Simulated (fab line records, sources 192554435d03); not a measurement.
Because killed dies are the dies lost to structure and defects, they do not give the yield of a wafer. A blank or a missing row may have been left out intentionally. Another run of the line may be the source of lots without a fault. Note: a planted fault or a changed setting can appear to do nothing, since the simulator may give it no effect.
Split-lot study :: flow n5-finfet :: 21 wafers read from 7 lots, route of 1938 steps

## ON THE SPLIT
At N5_HKMG_FIN_ETCH_31 (etches SiARC in CF4, target depth 45.5 nm, time 75.8 s), the setting bias-w was moved away from the recipe's 36 W on 7 of the 21 wafers read, by -12.5% to +14.5%. This setting was run at the recipe's value on the other wafers.

The reading is taken at the split's own step.

## THE READING
rf-vpp-V, in V, at N5_HKMG_FIN_ETCH_31 (etches SiARC in CF4, target depth 45.5 nm, time 75.8 s). Typical for fault-free wafers on this fab line: 184.2 V, with standard deviation 1.1 V.

wafer: L078.1
tool, chamber at the split: rie-diel-05, 3
bias-w as run, W: 36
against the recipe: recipe
rf-vpp-V, V: 185.3
against lot-mates on the recipe: -

wafer: L078.2
tool, chamber at the split: rie-diel-05, 2
bias-w as run, W: 36
against the recipe: recipe
rf-vpp-V, V: 182.8
against lot-mates on the recipe: -

wafer: L078.6
tool, chamber at the split: rie-diel-05, 1
bias-w as run, W: 36
against the recipe: recipe
rf-vpp-V, V: 183.5
against lot-mates on the recipe: -

wafer: L079.3
tool, chamber at the split: rie-diel-05, 2
bias-w as run, W: 36
against the recipe: recipe
rf-vpp-V, V: 185.0
against lot-mates on the recipe: -

wafer: L079.4
tool, chamber at the split: rie-diel-05, 0
bias-w as run, W: 36
against the recipe: recipe
rf-vpp-V, V: 183.7
against lot-mates on the recipe: -

wafer: L079.5
tool, chamber at the split: rie-diel-05, 1
bias-w as run, W: 36
against the recipe: recipe
rf-vpp-V, V: 183.9
against lot-mates on the recipe: -

wafer: L087.3
tool, chamber at the split: rie-diel-03, 0
bias-w as run, W: 36
against the recipe: recipe
rf-vpp-V, V: 184.1
against lot-mates on the recipe: -

wafer: L087.4
tool, chamber at the split: rie-diel-03, 1
bias-w as run, W: 36
against the recipe: recipe
rf-vpp-V, V: 184.4
against lot-mates on the recipe: -

wafer: L087.6
tool, chamber at the split: rie-diel-03, 2
bias-w as run, W: 36
against the recipe: recipe
rf-vpp-V, V: 183.9
against lot-mates on the recipe: -

wafer: L088.4
tool, chamber at the split: rie-diel-03, 0
bias-w as run, W: 31.72
against the recipe: -11.9%
rf-vpp-V, V: 169.6
against lot-mates on the recipe: -12.7

wafer: L088.5
tool, chamber at the split: rie-diel-03, 3
bias-w as run, W: 36
against the recipe: recipe
rf-vpp-V, V: 182.3
against lot-mates on the recipe: -

wafer: L088.6
tool, chamber at the split: rie-diel-03, 0
bias-w as run, W: 31.72
against the recipe: -11.9%
rf-vpp-V, V: 169.4
against lot-mates on the recipe: -12.9

wafer: L091.1
tool, chamber at the split: rie-diel-05, 1
bias-w as run, W: 31.49
against the recipe: -12.5%
rf-vpp-V, V: 169.3
against lot-mates on the recipe: -14.6

wafer: L091.3
tool, chamber at the split: rie-diel-05, 2
bias-w as run, W: 36
against the recipe: recipe
rf-vpp-V, V: 184.0
against lot-mates on the recipe: -

wafer: L091.4
tool, chamber at the split: rie-diel-05, 0
bias-w as run, W: 36
against the recipe: recipe
rf-vpp-V, V: 183.8
against lot-mates on the recipe: -

wafer: L093.1
tool, chamber at the split: rie-diel-05, 0
bias-w as run, W: 36
against the recipe: recipe
rf-vpp-V, V: 183.5
against lot-mates on the recipe: -

wafer: L093.3
tool, chamber at the split: rie-diel-05, 2
bias-w as run, W: 32.07
against the recipe: -10.9%
rf-vpp-V, V: 171.3
against lot-mates on the recipe: -12.2

wafer: L093.4
tool, chamber at the split: rie-diel-05, 3
bias-w as run, W: 32.07
against the recipe: -10.9%
rf-vpp-V, V: 169.6
against lot-mates on the recipe: -13.9

wafer: L097.2
tool, chamber at the split: rie-diel-03, 1
bias-w as run, W: 36
against the recipe: recipe
rf-vpp-V, V: 186.0
against lot-mates on the recipe: -

wafer: L097.4
tool, chamber at the split: rie-diel-03, 2
bias-w as run, W: 41.21
against the recipe: +14.5%
rf-vpp-V, V: 201.1
against lot-mates on the recipe: +15.1

wafer: L097.5
tool, chamber at the split: rie-diel-03, 0
bias-w as run, W: 41.21
against the recipe: +14.5%
rf-vpp-V, V: 199.1
against lot-mates on the recipe: +13.1

THE FIT
A straight line over all 21 wafers: rf-vpp-V changes by +1.17 V for each +1% of bias-w; r = +0.99; the points scatter about the line by 0.97 V.
The same after taking each lot's own level away (the mean of its wafers on the recipe; 21 wafers): +1.07 V for each +1%; r = +0.99; scatter 0.88 V.
According to that fit, moving bias-w by its largest amount changes the reading by 15 V.
From 182.30 to 186.00 V: that is the span of the lots' own levels, equal to 3.4 times the standard deviation above.
Consequently the slope shifts little with the lot-to-lot level, the two slopes agreeing.
Check: +15.1 V against its lot-mates is what the line predicts for one of the wafers moved furthest among these (+14.5%) when that wafer is left out of the fit. Against them it came out at +15.1 V.
Tool readings at the split's step, against how far the setting was moved: rf-vpp-V r = +0.99.

## THE FILE'S OWN FIT
rf-vpp-V changes by +1.09 V for each +1% of bias-w, r = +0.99.
